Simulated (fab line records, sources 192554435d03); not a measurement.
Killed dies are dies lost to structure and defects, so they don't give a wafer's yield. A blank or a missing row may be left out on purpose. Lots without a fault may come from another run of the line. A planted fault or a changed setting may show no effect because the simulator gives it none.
Chamber matching | flow n5_finfet | N5_BEOL_M5_STRIP_19 on rie_diel-02: 4 sister chambers
The step strips in O2. 4 wafers are shown with their chamber, then 7 later ones without.

WAFERS WITH THEIR CHAMBER
wafer  | chamber | showerhead_plenum_p_Torr (Torr)
L090.1 | 2       | 2.11
L090.5 | 0       | 2.18
L093.1 | 1       | 2.23
L093.2 | 3       | 1.99

WAFERS WITHOUT THEIR CHAMBER
wafer  | showerhead_plenum_p_Torr (Torr)
L093.3 | 2.10
L094.2 | 2.10
L094.4 | 2.23
L094.5 | 2.10
L095.2 | 1.99
L095.3 | 2.10
L095.4 | 2.17

WHICH CHAMBER EACH WENT THROUGH
wafer  | from the rows above | in truth
L093.3 | 2                   | 2
L094.2 | 2                   | 2
L094.4 | 1                   | 1
L094.5 | 2                   | 2
L095.2 | 3                   | 3
L095.3 | 2                   | 2
L095.4 | 0                   | 0
Placed correctly: 7 of 7. Can't be placed from these rows: 0. Placed wrongly: 0.
How it was worked out, from the rows above alone: a wafer's distance from a chamber is the root of the sum, over the readings, of the square of ((its reading less the chamber's mean) divided by the reading's scatter). The wafer belongs to the nearest chamber; if the next one is less than 2 further off, it can't be placed. A chamber's mean is the mean of its shown wafers. The scatter: with one shown wafer a chamber, the root of the mean of the squares of how far each hidden wafer lies from its nearest shown one.
